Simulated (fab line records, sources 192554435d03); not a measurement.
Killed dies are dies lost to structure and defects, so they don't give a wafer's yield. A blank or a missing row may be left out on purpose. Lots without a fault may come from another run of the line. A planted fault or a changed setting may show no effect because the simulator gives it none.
Which tool did it? | flow n5_finfet | 24 lots, 72 wafers sampled, at 6 steps of a route of 1938

WHAT THE GAUGES READ, wafer by wafer
N5_BEOL_M6_RS_MEAS_57: measures by four-point-probe. Usual: M6_RS 0.287 ohm/sq, standard deviation 0.011.
lot  | measured     | on            | M6_RS (ohm/sq)    | flag
L074 | day 8 17:22  | film_metro-01 | 0.281 0.293 0.301 |
L075 | day 8 22:56  | film_metro-01 | 0.281 0.277 0.284 |
L076 | day 9 01:34  | film_metro-01 | 0.285 0.299 0.295 |
L077 | day 9 09:51  | film_metro-01 | 0.294 0.295 0.290 |
L078 | day 9 11:02  | film_metro-02 | 0.267 0.282 0.284 |
L079 | day 10 00:41 | film_metro-02 | 0.296 0.283 0.320 |
L080 | day 10 05:34 | film_metro-01 | 0.289 0.281 0.287 |
L081 | day 10 09:41 | film_metro-02 | 0.290 0.282 0.293 |
L082 | day 10 23:11 | film_metro-01 | 0.281 0.264 0.288 |
L083 | day 11 02:22 | film_metro-02 | 0.279 0.311 0.281 |
L084 | day 11 07:10 | film_metro-01 | 0.278 0.267 0.277 |
L085 | day 11 08:17 | film_metro-01 | 0.287 0.283 0.296 |
L086 | day 12 03:14 | film_metro-01 | 0.289 0.283 0.270 |
L087 | day 12 04:43 | film_metro-02 | 0.285 0.283 0.297 |
L088 | day 12 05:07 | film_metro-01 | 0.281 0.303 0.284 |
L089 | day 12 07:09 | film_metro-01 | 0.293 0.278 0.278 |
L090 | day 12 16:31 | film_metro-01 | 0.295 0.282 0.275 |
L091 | day 13 01:13 | film_metro-02 | 0.293 0.278 0.291 |
L092 | day 13 04:52 | film_metro-01 | 0.296 0.287 0.292 |
L094 | day 13 22:23 | film_metro-01 | 0.266 0.286 0.277 |
L093 | day 13 23:14 | film_metro-01 | 0.306 0.286 0.270 |
L095 | day 14 03:24 | film_metro-02 | 0.278 0.299 0.283 |
L096 | day 14 15:55 | film_metro-02 | 0.278 0.288 0.292 |
L097 | day 14 18:28 | film_metro-02 | 0.294 0.292 0.291 |

N5_BEOL_M7_INSPECT_58: inspects for defects (darkfield). Usual: raw_defect_count 71, standard deviation 24.
lot  | measured     | on                | raw_defect_count | flag
L074 | day 8 23:14  | defect_inspect-02 | 91 63 76         |
L075 | day 9 06:44  | defect_inspect-01 | 81 71 91         |
L076 | day 9 09:26  | defect_inspect-02 | 61 62 63         |
L077 | day 9 17:18  | defect_inspect-01 | 53 70 64         |
L078 | day 9 18:20  | defect_inspect-02 | 47 112 88        |
L079 | day 10 08:32 | defect_inspect-01 | 51 62 84         |
L080 | day 10 13:56 | defect_inspect-01 | 90 96 90         |
L081 | day 10 19:27 | defect_inspect-02 | 60 88 57         |
L082 | day 11 07:26 | defect_inspect-01 | 56 65 69         |
L083 | day 11 11:37 | defect_inspect-01 | 41 76 65         |
L084 | day 11 14:49 | defect_inspect-01 | 51 66 96         |
L085 | day 11 18:29 | defect_inspect-02 | 135 110 126      |
L086 | day 12 11:19 | defect_inspect-02 | 97 62 47         |
L087 | day 12 12:42 | defect_inspect-02 | 69 44 32         |
L088 | day 12 12:58 | defect_inspect-02 | 67 83 109        |
L089 | day 12 15:50 | defect_inspect-01 | 47 39 69         |
L090 | day 13 01:19 | defect_inspect-02 | 51 80 38         |
L091 | day 13 08:41 | defect_inspect-01 | 58 96 65         |
L092 | day 13 11:06 | defect_inspect-01 | 37 30 27         |
L094 | day 14 09:44 | defect_inspect-01 | 43 47 42         |
L093 | day 14 09:27 | defect_inspect-01 | 106 79 71        |
L095 | day 14 10:15 | defect_inspect-02 | 75 82 96         |
L096 | day 14 23:51 | defect_inspect-02 | 83 79 99         |
L097 | day 15 02:39 | defect_inspect-01 | 53 80 89         |

WHICH TOOL RAN EACH LOT (tool, then ch and the chambers of the sampled wafers, then the start)
lot  | N5_BEOL_M6_ANNEAL_51             | N5_BEOL_M6_DEP_56               | N5_BEOL_M7_STRIP_80                           | N5_BEOL_M7_CMP_52
L074 | rtp_anneal-01 ch 0, day 8 16:38  | pecvd-01 ch 0,1,2, day 8 17:18  | rie_diel-01 ch 1,2, day 8 22:50 or earlier    | cmp-03 ch 1,3, day 8 22:50
L075 | rtp_anneal-01 ch 0, day 8 22:16  | pecvd-02 ch 0,1,2, day 8 22:52  | rie_diel-03 ch 0,1, day 9 06:19 or earlier    | cmp-03 ch 0,1,3, day 9 06:19
L076 | rtp_anneal-02 ch 0, day 9 00:53  | pecvd-03 ch 0,1,2, day 9 01:30  | rie_diel-03 ch 0,1,3, day 9 08:59 or earlier  | cmp-02 ch 1,3, day 9 08:59
L077 | rtp_anneal-02 ch 0, day 9 09:07  | pecvd-03 ch 0,2, day 9 09:47    | rie_diel-02 ch 2,3, day 9 16:51 or earlier    | cmp-02 ch 1,2, day 9 16:51
L078 | rtp_anneal-01 ch 0, day 9 10:18  | pecvd-03 ch 0,1,2, day 9 10:58  | rie_diel-01 ch 1,2,3, day 9 17:53 or earlier  | cmp-02 ch 1,2, day 9 17:53
L079 | rtp_anneal-01 ch 0, day 9 23:58  | pecvd-03 ch 0,1,2, day 10 00:37 | rie_diel-01 ch 1,2,3, day 10 08:05 or earlier | cmp-04 ch 0,1,3, day 10 08:05
L080 | rtp_anneal-02 ch 0, day 10 04:50 | pecvd-02 ch 1,2, day 10 05:30   | rie_diel-01 ch 1,3, day 10 13:29 or earlier   | cmp-03 ch 0,3, day 10 13:29
L081 | rtp_anneal-01 ch 0, day 10 08:56 | pecvd-01 ch 0,1, day 10 09:36   | rie_diel-03 ch 2,3, day 10 18:52 or earlier   | cmp-02 ch 2,3, day 10 18:52
L082 | rtp_anneal-01 ch 0, day 10 22:28 | pecvd-03 ch 0,1,2, day 10 23:07 | rie_diel-02 ch 0,2, day 11 07:01 or earlier   | cmp-03 ch 0,2,3, day 11 07:01
L083 | rtp_anneal-01 ch 0, day 11 01:38 | pecvd-02 ch 0,2, day 11 02:17   | rie_diel-01 ch 0,1, day 11 11:10 or earlier   | cmp-04 ch 2,3, day 11 11:10
L084 | rtp_anneal-01 ch 0, day 11 06:25 | pecvd-01 ch 1,2, day 11 07:05   | rie_diel-03 ch 0,2,3, day 11 14:22 or earlier | cmp-04 ch 0,1,3, day 11 14:22
L085 | rtp_anneal-01 ch 0, day 11 07:32 | pecvd-01 ch 1,2, day 11 08:13   | rie_diel-03 ch 0,2, day 11 18:02 or earlier   | cmp-04 ch 0,1,3, day 11 18:02
L086 | rtp_anneal-01 ch 0, day 12 02:31 | pecvd-03 ch 0,1,2, day 12 03:10 | rie_diel-03 ch 0,1,2, day 12 10:55 or earlier | cmp-04 ch 2,3, day 12 10:55
L087 | rtp_anneal-02 ch 0, day 12 03:59 | pecvd-02 ch 0,1,2, day 12 04:38 | rie_diel-03 ch 1,2,3, day 12 12:15 or earlier | cmp-03 ch 0,2,3, day 12 12:15
L088 | rtp_anneal-02 ch 0, day 12 04:28 | pecvd-02 ch 0,1, day 12 05:03   | rie_diel-02 ch 0,1, day 12 12:34 or earlier   | cmp-04 ch 2,3, day 12 12:34
L089 | rtp_anneal-02 ch 0, day 12 06:26 | pecvd-03 ch 0,1,2, day 12 07:05 | rie_diel-03 ch 0,1, day 12 15:23 or earlier   | cmp-02 ch 1,3, day 12 15:23
L090 | rtp_anneal-01 ch 0, day 12 15:50 | pecvd-02 ch 0,1,2, day 12 16:26 | rie_diel-02 ch 0,1,3, day 13 00:52 or earlier | cmp-04 ch 0,3, day 13 00:52
L091 | rtp_anneal-01 ch 0, day 13 00:22 | pecvd-01 ch 1,2, day 13 01:09   | rie_diel-03 ch 1,2, day 13 08:14 or earlier   | cmp-03 ch 0,3, day 13 08:14
L092 | rtp_anneal-02 ch 0, day 13 03:40 | pecvd-02 ch 0,1,2, day 13 04:47 | rie_diel-02 ch 1,2,3, day 13 10:39 or earlier | cmp-04 ch 1,2,3, day 13 10:39
L094 | rtp_anneal-02 ch 0, day 13 21:42 | pecvd-03 ch 0,1,2, day 13 22:19 | rie_diel-01 ch 0,2,3, day 14 09:18 or earlier | cmp-04 ch 1,3, day 14 09:18
L093 | rtp_anneal-02 ch 0, day 13 22:31 | pecvd-03 ch 0,1,2, day 13 23:10 | rie_diel-03 ch 0,1,2, day 14 09:00 or earlier | cmp-03 ch 0,1,2, day 14 09:00
L095 | rtp_anneal-01 ch 0, day 14 02:41 | pecvd-03 ch 0,1,2, day 14 03:20 | rie_diel-02 ch 0,3, day 14 09:52 or earlier   | cmp-04 ch 1,2,3, day 14 09:52
L096 | rtp_anneal-02 ch 0, day 14 15:01 | pecvd-02 ch 0,1, day 14 15:50   | rie_diel-01 ch 1,3, day 14 23:22 or earlier   | cmp-04 ch 0,1,2, day 14 23:22
L097 | rtp_anneal-02 ch 0, day 14 17:44 | pecvd-01 ch 0,1,2, day 14 18:23 | rie_diel-01 ch 0,2, day 15 02:17 or earlier   | cmp-03 ch 0,2,3, day 15 02:17
- N5_BEOL_M6_ANNEAL_51: time 90 s.
- N5_BEOL_M6_DEP_56: deposits SiCN from 3MS/NH3, target thk 10 nm, time 17.5 s.
- N5_BEOL_M7_STRIP_80: strips in N2/H2, time 10 s.
- N5_BEOL_M7_CMP_52: polishes, stops on SiCOH lowk, t overpolish 6.9 s, target thk 80 nm.

WHAT THE TOOLS THEMSELVES READ (means of the sampled wafers that have a number; where no wafer has one, the mark that the record gives instead)
N5_BEOL_M6_ANNEAL_51. Usual: anneal_temp_c 225.01 C, standard deviation 0.16; anneal_temp_c_max 226.46, standard deviation 0.29; wafer_temp_C_max 226.03, standard deviation 0.22.
lot  | tool          | anneal_temp_c (C) | anneal_temp_c_max | wafer_temp_C_max | flag
L074 | rtp_anneal-01 | 224.80            | 226.46            | 226.19           |
L075 | rtp_anneal-01 | 225.27            | 226.65            | 226.14           |
L076 | rtp_anneal-02 | 225.10            | 226.41            | 225.88           |
L077 | rtp_anneal-02 | 224.89            | 226.16            | 226.11           |
L078 | rtp_anneal-01 | 225.06            | 226.43            | 225.99           |
L079 | rtp_anneal-01 | 224.94            | 226.20            | 226.00           |
L080 | rtp_anneal-02 | 224.99            | 226.50            | 225.85           |
L081 | rtp_anneal-01 | 225.04            | 226.54            | 226.01           |
L082 | rtp_anneal-01 | 224.86            | 226.40            | 225.88           |
L083 | rtp_anneal-01 | 225.06            | 226.84            | 225.99           |
L084 | rtp_anneal-01 | 225.11            | 226.76            | 226.21           |
L085 | rtp_anneal-01 | 224.92            | 226.56            | 226.31           |
L086 | rtp_anneal-01 | 224.97            | 226.53            | 226.13           |
L087 | rtp_anneal-02 | 225.14            | 226.43            | 226.00           |
L088 | rtp_anneal-02 | 225.00            | 226.41            | 225.96           |
L089 | rtp_anneal-02 | 225.04            | 226.25            | 226.20           |
L090 | rtp_anneal-01 | 224.88            | 226.45            | 225.87           |
L091 | rtp_anneal-01 | 225.01            | 226.52            | 225.90           |
L092 | rtp_anneal-02 | 225.14            | 226.60            | 225.82           |
L094 | rtp_anneal-02 | 225.06            | 226.78            | 225.88           |
L093 | rtp_anneal-02 | 224.90            | 226.50            | 225.95           |
L095 | rtp_anneal-01 | 224.82            | 226.13            | 225.88           |
L096 | rtp_anneal-02 | 224.95            | 226.43            | 225.97           |
L097 | rtp_anneal-02 | 224.95            | 226.14            | 226.03           |

N5_BEOL_M6_DEP_56. Usual: showerhead_plenum_p_Torr 3.663 Torr, standard deviation 0.013; throttle_valve_pct 9.0 %, standard deviation 0.38.
lot  | tool     | showerhead_plenum_p_Torr (Torr) | throttle_valve_pct (%) | flag
L074 | pecvd-01 | 3.663                           | 9.0                    |
L075 | pecvd-02 | 3.673                           | 9.2                    |
L076 | pecvd-03 | 3.653                           | 8.8                    |
L077 | pecvd-03 | 3.654                           | 8.9                    |
L078 | pecvd-03 | 3.655                           | 8.9                    |
L079 | pecvd-03 | 3.657                           | 9.0                    |
L080 | pecvd-02 | 3.676                           | 9.1                    |
L081 | pecvd-01 | 3.667                           | 8.8                    |
L082 | pecvd-03 | 3.662                           | 8.9                    |
L083 | pecvd-02 | 3.660                           | 9.4                    |
L084 | pecvd-01 | 3.659                           | 8.6                    |
L085 | pecvd-01 | 3.662                           | 8.5                    |
L086 | pecvd-03 | 3.658                           | 8.8                    |
L087 | pecvd-02 | 3.675                           | 9.4                    |
L088 | pecvd-02 | 3.669                           | 9.4                    |
L089 | pecvd-03 | 3.652                           | 8.9                    |
L090 | pecvd-02 | 3.673                           | 9.3                    |
L091 | pecvd-01 | 3.658                           | 8.6                    |
L092 | pecvd-02 | 3.669                           | 9.2                    |
L094 | pecvd-03 | 3.655                           | 8.9                    |
L093 | pecvd-03 | 3.658                           | 8.9                    |
L095 | pecvd-03 | 3.661                           | 8.9                    |
L096 | pecvd-02 | 3.671                           | 9.3                    |
L097 | pecvd-01 | 3.668                           | 8.8                    |

N5_BEOL_M7_STRIP_80. Usual: drypump_motor_current_A 5.8 A, standard deviation 0.34; h2_flow_sccm 200.0 sccm, standard deviation 0.62; oes_product_au 0.76 a.u., standard deviation 0.085; rf_vpp_V 59.1 V, standard deviation 0.82; showerhead_plenum_p_Torr 2.53 Torr, standard deviation 0.087; throttle_valve_pct 23.6 %, standard deviation 0.44.
lot  | tool        | drypump_motor_current_A (A) | h2_flow_sccm (sccm) | oes_product_au (a.u.) | rf_vpp_V (V) | showerhead_plenum_p_Torr (Torr) | throttle_valve_pct (%) | flag
L074 | rie_diel-01 | 5.8                         | 200.2               | 0.74                  | 58.8         | 2.49                            | 23.7                   |
L075 | rie_diel-03 | 6.1                         | 200.4               | 0.74                  | 59.1         | 2.63                            | 23.9                   |
L076 | rie_diel-03 | 5.9                         | 199.4               | 0.73                  | 58.6         | 2.55                            | 23.6                   |
L077 | rie_diel-02 | 5.2                         | 200.3               | 0.72                  | 59.1         | 2.53                            | 23.5                   |
L078 | rie_diel-01 | 5.7                         | 199.8               | 0.73                  | 59.5         | 2.50                            | 23.8                   |
L079 | rie_diel-01 | 5.7                         | 200.4               | 0.72                  | 58.9         | 2.49                            | 23.8                   |
L080 | rie_diel-01 | 5.4                         | 199.8               | 0.72                  | 59.0         | 2.52                            | 23.7                   |
L081 | rie_diel-03 | 5.8                         | 199.7               | 0.80                  | 59.6         | 2.48                            | 23.4                   |
L082 | rie_diel-02 | 5.9                         | 200.3               | 0.71                  | 59.6         | 2.53                            | 24.4                   |
L083 | rie_diel-01 | 5.6                         | 200.2               | 0.69                  | 59.0         | 2.50                            | 23.4                   |
L084 | rie_diel-03 | 5.8                         | 199.8               | 0.80                  | 58.1         | 2.56                            | 23.4                   |
L085 | rie_diel-03 | 5.8                         | 199.6               | 0.79                  | 60.0         | 2.64                            | 23.5                   |
L086 | rie_diel-03 | 6.0                         | 199.7               | 0.80                  | 59.5         | 2.64                            | 23.7                   |
L087 | rie_diel-03 | 6.0                         | 200.3               | 0.80                  | 58.9         | 2.56                            | 23.6                   |
L088 | rie_diel-02 | 6.0                         | 199.8               | 0.82                  | 59.1         | 2.49                            | 23.8                   |
L089 | rie_diel-03 | 5.9                         | 199.7               | 0.72                  | 59.9         | 2.62                            | 23.7                   |
L090 | rie_diel-02 | 5.8                         | 200.1               | 0.79                  | 59.1         | 2.51                            | 23.8                   |
L091 | rie_diel-03 | 6.1                         | 199.9               | 0.87                  | 58.7         | 2.65                            | 23.7                   |
L092 | rie_diel-02 | 5.5                         | 200.8               | 0.77                  | 59.1         | 2.50                            | 23.4                   |
L094 | rie_diel-01 | 5.8                         | 200.3               | 0.78                  | 59.6         | 2.48                            | 23.5                   |
L093 | rie_diel-03 | 6.0                         | 199.8               | 0.79                  | 60.0         | 2.63                            | 23.7                   |
L095 | rie_diel-02 | 5.6                         | 199.7               | 0.74                  | 59.3         | 2.53                            | 23.7                   |
L096 | rie_diel-01 | 5.5                         | 199.8               | 0.68                  | 59.4         | 2.50                            | 23.6                   |
L097 | rie_diel-01 | 5.9                         | 200.1               | 0.86                  | 59.0         | 2.47                            | 23.2                   |

N5_BEOL_M7_CMP_52. Usual: barrier_field_endpoint_s 29.1 s, standard deviation 0.98; motor_current_A 6.4 A, standard deviation 0.5; overpolish_run_s 6.901 s, standard deviation 0.0096; time_to_endpoint_s 61 s, standard deviation 4.2.
lot  | tool   | barrier_field_endpoint_s (s) | motor_current_A (A) | overpolish_run_s (s) | time_to_endpoint_s (s) | flag
L074 | cmp-03 | 29.6                         | 6.9                 | 6.900                | 66                     |
L075 | cmp-03 | 29.0                         | 6.6                 | 6.900                | 64                     |
L076 | cmp-02 | 30.0                         | 6.0                 | 6.903                | 62                     |
L077 | cmp-02 | 28.4                         | 6.6                 | 6.894                | 62                     |
L078 | cmp-02 | 29.5                         | 6.3                 | 6.896                | 62                     |
L079 | cmp-04 | 29.0                         | 6.3                 | 6.911                | 61                     |
L080 | cmp-03 | 29.7                         | 6.8                 | 6.897                | 65                     |
L081 | cmp-02 | 29.3                         | 5.8                 | 6.915                | 59                     |
L082 | cmp-03 | 29.2                         | 6.4                 | 6.895                | 59                     |
L083 | cmp-04 | 29.1                         | 5.8                 | 6.907                | 62                     |
L084 | cmp-04 | 28.2                         | 6.4                 | 6.901                | 58                     |
L085 | cmp-04 | 28.0                         | 6.4                 | 6.903                | 61                     |
L086 | cmp-04 | 28.7                         | 5.6                 | 6.899                | 63                     |
L087 | cmp-03 | 28.7                         | 6.4                 | 6.897                | 60                     |
L088 | cmp-04 | 28.5                         | 6.1                 | 6.899                | 60                     |
L089 | cmp-02 | 28.8                         | 6.0                 | 6.901                | 63                     |
L090 | cmp-04 | 29.3                         | 6.1                 | 6.898                | 58                     |
L091 | cmp-03 | 28.5                         | 6.5                 | 6.910                | 59                     |
L092 | cmp-04 | 29.4                         | 6.1                 | 6.905                | 62                     |
L094 | cmp-04 | 30.6                         | 6.3                 | 6.906                | 66                     |
L093 | cmp-03 | 27.8                         | 6.6                 | 6.900                | 56                     |
L095 | cmp-04 | 30.2                         | 6.0                 | 6.905                | 65                     |
L096 | cmp-04 | 29.6                         | 6.1                 | 6.912                | 63                     |
L097 | cmp-03 | 28.8                         | 6.6                 | 6.893                | 59                     |

THE ANSWER, worked out from the rows above alone
Rule: a lot is off if the mean of its wafers that have a number lies more than 3 standard deviations from the usual mean. A lot without any number at a reading at which 4 lots or more have one is off too. The other lots that the step has rows for count as sound. The gauges are gone through in route order, then the tools' own readings, and for those a lot's mean is taken as printed above. The first step at which some lot is off is used, and at that step the reading that is off furthest; a lot without a number counts as furthest.
No lot is off at any reading shown: from this, nothing can be told.

WHAT THE SIMULATOR HAD PUT IN
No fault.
